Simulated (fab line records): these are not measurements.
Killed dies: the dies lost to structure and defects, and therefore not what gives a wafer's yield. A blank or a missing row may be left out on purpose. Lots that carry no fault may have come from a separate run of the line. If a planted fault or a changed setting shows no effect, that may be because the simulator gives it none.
fab line records    flow nand_harc    part 2 of 2: steps 5 to 6 of 6
[record] lots = 19  wafers = 57  last_day = 33
route steps=1302 shown A_STAIRCASE@639
lots that met no fault: from a run of the same line without faults
start_h: hours from the record's first day to the start of the lot's first wafer shown    wait_h: hours elapsed since this lot's preceding step    " unchanged from the row above    L1.1+2: several wafers, shown together as one row    - no value present, or no start provided    * or withheld: withheld    < > ~ a bound
route shown NAME@n: NAME is a module with steps in the file, n the number in the route of the first one    usual: mean/standard deviation taken from wafers without a fault    same: alike in all rows    chamber/n: place in a boat    sites: each site's reading    _std_site: their standard deviation    _edge_site: mean of outer sites minus mean of inner sites    radius_mm: how far each site lies from the wafer's centre    mask NAME#n: copy n    behind: tool/chamber where the wafer was last shaped    hold: why the lot went on hold/how many hours it stayed there/how the hold came to an end    device: transistor that didn't switch, given as n, p or np    end of line: tests of these same wafers at the route's end    step lacking rows: just its recipe    killed: at the first sort, the dies lost to defects and structure; wafer yield is something else    map: a wafer's dies, marking killed ones x, the rest . and places with no die _
set.NAME: the setting the step ran with; set.NAME@STEP: the setting that earlier step ran with    model.NAME: the simulator's own value behind a step, which no gauge read
route steps across a sampled set of lots; one table per step, one row per wafer
services: a tool's chamber out of use, with start hour (start_h, from the record's first day; less than 0 if before it), hours out, and reason
[[steps]]
[step NHARC_A_STAIRCASE_TRIM_229]
[recipe] time_s = 211.2  o2_flow_sccm = 500  ar_flow_sccm = 0  bias_w = 0  chemistry = O2
[usual] drypump_motor_current_A = 5.7/0.47  o2_flow_sccm = 500.2/1.4  oes_product_au = 1.002/0.0078  rf_vpp_V = 57.8/0.96  showerhead_plenum_p_Torr = 3.49/0.12  throttle_valve_pct = 17.036/0.0096
[same] time_s = 211.2
lot.wafer  tool         chamber  start_h  wait_h  drypump_motor_current_A  o2_flow_sccm  oes_product_au  rf_hours_counter_h  rf_vpp_V  showerhead_plenum_p_Torr  throttle_valve_pct
L074.3     rie_diel-07  0        362.59   0.1     6.3                      499.5         1.007           22                  58.5      3.45                      17.038
L074.1     "            1        "        "       5.7                      499.8         0.989           19                  57.4      3.55                      17.049
L074.4     "            2        "        "       6.7                      500.4         1.017           23                  58.3      3.59                      17.029
L075.4     rie_diel-07  0        381.30   0.1     6.3                      497.3         1.012           25                  57.4      3.45                      17.028
L075.3     "            1        "        "       5.7                      498.1         1.001           22                  58.7      3.54                      17.047
L075.6     "            3        "        "       5.4                      502.4         0.997           -                   57.7      3.59                      17.039
L077.2     rie_diel-04  0        381.71   0.1     5.5                      500.5         1.012           4                   57.4      3.45                      17.027
L077.1     "            3        "        "       6.2                      500.9         0.993           4                   56.7      3.34                      17.022
L077.5     "            0        "        "       5.6                      497.4         0.996           -                   58.1      3.45                      17.034
L076.2     rie_diel-04  0        387.08   0.1     5.5                      500.8         1.000           6                   56.5      3.45                      17.041
L076.1     "            1        "        "       5.7                      499.2         1.000           3                   58.0      3.53                      17.029
L076.3     "            2        "        "       5.3                      499.8         1.004           5                   57.4      3.39                      17.039
L078.3     rie_diel-04  1        408.66   0.1     5.7                      502.0         1.001           17                  57.5      3.52                      17.033
L078.2     "            2        "        "       5.3                      502.4         1.000           17                  56.5      3.38                      17.041
L078.6     "            1        "        "       5.7                      499.8         0.996           -                   57.3      3.52                      17.049
L081.1     rie_diel-04  3        423.25   0.1     6.2                      500.3         0.999           23                  56.1      3.33                      17.032
L081.3     "            0        "        "       5.5                      499.7         1.009           22                  58.5      3.44                      17.028
L081.5     "            0        "        "       5.5                      500.3         1.004           -                   56.9      3.44                      17.020
L085.3     rie_diel-04  1        473.57   0.1     5.7                      499.1         1.006           33                  57.5      3.51                      17.030
L085.2     "            2        "        "       5.3                      500.8         0.995           35                  57.7      3.38                      17.044
L085.4     "            3        "        "       6.2                      498.7         1.003           33                  57.9      3.32                      17.031
L088.1     rie_diel-07  3        497.68   0.1     5.3                      501.2         1.006           8                   58.1      3.57                      17.041
L088.3     "            0        "        "       6.3                      499.0         1.000           8                   58.7      3.43                      17.031
L088.5     "            2        "        "       6.7                      500.0         1.008           -                   57.3      3.57                      17.023
L086.4     rie_diel-01  1        497.88   0.1     5.1                      500.4         0.989           28                  58.9      3.79                      17.043
L086.1     "            2        "        "       5.1                      502.3         0.992           39                  58.6      3.53                      17.034
L086.5     "            1        "        "       5.1                      502.7         0.988           -                   58.2      3.79                      17.033
L089.2     rie_diel-01  2        511.12   0.1     5.1                      499.5         1.000           41                  57.8      3.53                      17.039
L089.6     "            2        "        "       5.1                      500.1         0.999           -                   58.9      3.53                      17.041
L089.5     "            3        "        "       5.2                      498.9         1.004           -                   57.5      3.65                      17.021
L087.3     rie_diel-04  1        524.16   0.1     5.7                      500.0         1.000           46                  57.9      3.50                      17.042
L087.2     "            2        "        "       5.3                      503.3         1.002           51                  57.8      3.37                      17.025
L087.1     "            3        "        "       6.2                      498.8         1.013           49                  57.8      3.31                      17.026
L090.4     rie_diel-07  0        530.81   0.1     6.3                      501.0         1.007           18                  57.1      3.42                      17.040
L090.1     "            1        "        "       5.7                      503.4         0.995           13                  59.8      3.52                      17.034
L090.5     "            2        "        "       6.7                      499.9         1.019           -                   58.2      3.57                      17.023
L091.2     rie_diel-07  3        533.32   0.1     5.3                      500.7         1.001           19                  59.2      3.57                      17.037
L091.6     "            0        "        "       6.3                      499.3         1.001           -                   58.2      3.42                      17.048
L091.5     "            1        "        "       5.7                      501.9         1.004           -                   57.7      3.52                      17.037
L092.3     rie_diel-04  1        553.01   0.1     5.7                      500.7         0.997           2                   58.0      3.50                      17.041
L092.6     "            0        "        "       5.5                      499.1         1.002           -                   58.8      3.42                      17.048
L092.5     "            1        "        "       5.7                      500.7         1.000           -                   57.0      3.50                      17.033
L094.3     rie_diel-07  0        578.08   0.1     6.3                      499.6         0.998           38                  57.9      3.41                      17.021
L094.2     "            1        "        "       5.7                      498.6         1.000           31                  57.6      3.51                      17.041
L094.1     "            2        "        "       6.6                      499.2         1.005           30                  59.6      3.56                      17.037
L096.2     rie_diel-04  3        578.45   0.1     6.2                      499.3         1.012           6                   57.7      3.31                      17.025
L096.4     "            0        "        "       5.5                      497.0         1.008           6                   59.0      3.42                      17.031
L096.5     "            2        "        "       5.3                      502.9         0.993           -                   57.4      3.36                      17.011
L093.2     rie_diel-01  3        581.66   0.1     5.2                      502.0         1.001           7                   56.9      3.63                      17.014
L093.1     "            0        "        "       5.7                      497.1         0.993           7                   57.6      3.39                      17.029
L093.3     "            1        "        "       5.1                      500.8         0.996           5                   58.7      3.78                      17.043
L095.4     rie_diel-07  2        585.29   0.1     6.7                      499.4         1.019           32                  59.6      3.56                      17.028
L095.2     "            1        "        "       5.7                      499.7         1.005           32                  57.4      3.51                      17.048
L095.5     "            3        "        "       5.3                      500.9         1.000           -                   58.5      3.55                      17.022
L097.1     rie_diel-04  3        591.61   0.1     6.2                      502.0         1.004           10                  56.8      3.30                      17.018
L097.5     "            3        "        "       6.2                      501.9         1.000           -                   57.6      3.30                      17.044
L097.6     "            0        "        "       5.5                      498.3         1.010           -                   57.7      3.42                      17.026
[step NHARC_A_STAIRCASE_DESCUM_252]
[recipe] time_s = 3  o2_flow_sccm = 200  ar_flow_sccm = 0  bias_power_w = 0  chemistry = O2
[usual] drypump_motor_current_A = 5.6/0.48  o2_flow_sccm = 200.0/0.62  oes_product_au = 1.000/0.0087  rf_vpp_V = 57.7/0.78  showerhead_plenum_p_Torr = 1.90/0.076  throttle_valve_pct = 11.312/0.0092
[same] bias_power_w = 0  time_s = 3
lot.wafer  tool         chamber  start_h  wait_h  drypump_motor_current_A  o2_flow_sccm  oes_product_au  rf_hours_counter_h  rf_vpp_V  showerhead_plenum_p_Torr  throttle_valve_pct
L074.4     rie_diel-07  1        365.00   -       5.7                      200.1         1.008           19                  58.1      1.92                      11.320
L074.1     "            2        "        "       6.6                      200.0         1.008           24                  58.0      1.95                      11.309
L074.3     "            0        "        "       6.2                      199.6         1.019           22                  57.6      1.87                      11.323
L075.4     rie_diel-07  0        383.83   -       6.2                      200.0         1.001           26                  58.6      1.87                      11.305
L075.3     "            1        "        "       5.7                      199.1         0.993           23                  58.0      1.92                      11.302
L075.6     "            0        "        "       6.3                      200.8         0.997           -                   56.0      1.87                      11.323
L077.1     rie_diel-07  3        384.42   -       5.4                      200.9         0.998           30                  57.6      1.95                      11.321
L077.2     "            0        "        "       6.3                      200.3         1.012           26                  58.0      1.87                      11.292
L077.5     "            2        "        "       6.6                      200.1         1.019           -                   57.6      1.95                      11.321
L076.3     rie_diel-04  0        389.66   -       5.5                      199.2         1.005           7                   57.3      1.87                      11.307
L076.2     "            1        "        "       5.7                      199.2         1.004           5                   57.5      1.91                      11.302
L076.1     "            2        "        "       5.3                      200.4         0.994           6                   57.5      1.83                      11.327
L078.3     rie_diel-01  2        411.24   -       5.1                      199.9         1.001           10                  57.7      1.92                      11.308
L078.2     "            0        "        "       5.7                      198.9         0.995           10                  56.5      1.85                      11.311
L078.6     "            0        "        "       5.8                      199.7         0.990           -                   57.2      1.85                      11.311
L081.1     rie_diel-04  1        425.85   -       5.7                      200.3         1.002           21                  56.6      1.91                      11.318
L081.3     "            2        "        "       5.3                      199.2         0.993           23                  57.3      1.83                      11.313
L081.5     "            1        "        "       5.7                      200.9         1.007           -                   58.6      1.91                      11.308
L085.3     rie_diel-04  2        476.19   -       5.3                      199.9         0.995           36                  57.7      1.82                      11.326
L085.2     "            3        "        "       6.2                      201.3         1.002           34                  58.0      1.79                      11.316
L085.4     "            0        "        "       5.5                      200.5         1.003           32                  57.0      1.86                      11.309
L088.3     rie_diel-04  1        500.25   -       5.7                      201.3         1.009           40                  58.5      1.90                      11.314
L088.1     "            2        "        "       5.3                      200.0         0.988           43                  59.1      1.82                      11.305
L088.5     "            0        "        "       5.5                      200.8         1.007           -                   57.1      1.86                      11.318
L086.1     rie_diel-01  3        500.60   -       5.1                      200.4         0.992           45                  58.2      1.98                      11.308
L086.4     "            0        "        "       5.7                      198.6         0.985           44                  57.6      1.84                      11.313
L086.5     "            0        "        "       5.7                      198.7         0.994           -                   58.6      1.84                      11.323
L089.2     rie_diel-01  1        513.70   -       5.1                      201.3         1.002           30                  59.3      2.07                      11.302
L089.6     "            1        "        "       5.1                      199.7         0.985           -                   58.2      2.07                      11.312
L089.5     "            2        "        "       5.1                      199.6         0.995           -                   57.1      1.91                      11.301
L087.3     rie_diel-01  1        527.78   -       5.1                      199.9         0.991           34                  59.0      2.06                      11.316
L087.2     "            2        "        "       5.1                      200.1         0.993           42                  58.1      1.91                      11.307
L087.1     "            3        "        "       5.1                      200.1         0.991           52                  58.6      1.98                      11.305
L090.4     rie_diel-04  3        533.78   -       6.2                      199.4         0.990           56                  57.1      1.79                      11.298
L090.1     "            1        "        "       5.7                      200.2         0.996           51                  58.6      1.90                      11.317
L090.5     "            3        "        "       6.2                      199.7         0.997           -                   57.1      1.79                      11.302
L091.2     rie_diel-07  1        538.54   -       5.7                      199.7         1.005           16                  58.0      1.91                      11.313
L091.6     "            2        "        "       6.6                      199.5         1.007           -                   58.7      1.93                      11.311
L091.5     "            3        "        "       5.3                      201.0         1.005           -                   57.8      1.93                      11.306
L092.3     rie_diel-01  2        555.56   -       5.1                      199.5         0.997           55                  57.8      1.91                      11.326
L092.6     "            2        "        "       5.1                      199.1         0.997           -                   57.7      1.91                      11.320
L092.5     "            3        "        "       5.1                      200.4         1.011           -                   56.9      1.98                      11.302
L094.2     rie_diel-04  3        580.75   -       6.2                      198.6         0.986           6                   57.5      1.78                      11.328
L094.3     "            0        "        "       5.5                      199.8         1.004           6                   57.3      1.85                      11.301
L094.1     "            1        "        "       5.7                      199.8         1.002           8                   57.9      1.89                      11.300
L096.4     rie_diel-04  2        581.02   -       5.3                      199.6         0.994           7                   57.6      1.81                      11.309
L096.2     "            0        "        "       5.5                      199.3         1.012           6                   57.5      1.85                      11.312
L096.5     "            1        "        "       5.7                      199.5         1.017           -                   58.4      1.90                      11.306
L093.3     rie_diel-04  2        584.67   -       5.3                      199.7         0.978           8                   58.8      1.82                      11.328
L093.2     "            3        "        "       6.2                      200.0         0.995           7                   56.3      1.78                      11.293
L093.1     "            1        "        "       5.7                      200.4         0.989           8                   57.8      1.89                      11.306
L095.2     rie_diel-01  3        587.76   -       5.1                      199.2         1.010           9                   58.5      1.97                      11.299
L095.4     "            1        "        "       5.1                      200.6         0.997           7                   58.7      2.06                      11.312
L095.5     "            2        "        "       5.1                      200.8         0.991           -                   57.5      1.91                      11.298
L097.1     rie_diel-01  2        594.80   -       5.1                      200.6         0.985           7                   57.4      1.91                      11.309
L097.5     "            1        "        "       5.1                      200.2         0.998           -                   58.0      2.06                      11.319
L097.6     "            2        "        "       5.1                      200.7         0.990           -                   57.8      1.91                      11.314
[[services]]
tool         chamber  start_h  hours  kind
rie_diel-04  0        338.76   -      clean
rie_diel-04  1        338.76   -      clean
rie_diel-04  -        357.29   9.0    pm
rie_diel-01  2        357.92   4.0    repair
pecvd-03     -        366.54   13.0   pm
pecvd-01     -        369.58   0.8    repair
rie_diel-04  1        377.71   4.7    repair
rie_diel-01  -        381.75   9.0    pm
rie_diel-07  1        405.40   4.9    repair
rie_diel-01  3        406.68   5.1    repair
rie_diel-04  2        439.61   1.2    repair
pecvd-04     -        450.02   13.0   pm
rie_diel-07  -        472.81   9.0    pm
rie_diel-01  1        474.69   16.8   repair
rie_diel-01  0        491.18   4.9    repair
pecvd-01     -        503.10   13.0   pm
rie_diel-01  2        514.02   7.7    repair
rie_diel-04  0        520.71   8.1    repair
rie_diel-04  -        534.29   9.0    pm
pecvd-03     -        538.54   1.7    repair
pecvd-03     -        547.63   13.0   pm
rie_diel-01  -        560.44   9.0    pm
rie_diel-04  0        563.20   2.9    repair
rie_diel-04  2        588.21   18.9   repair
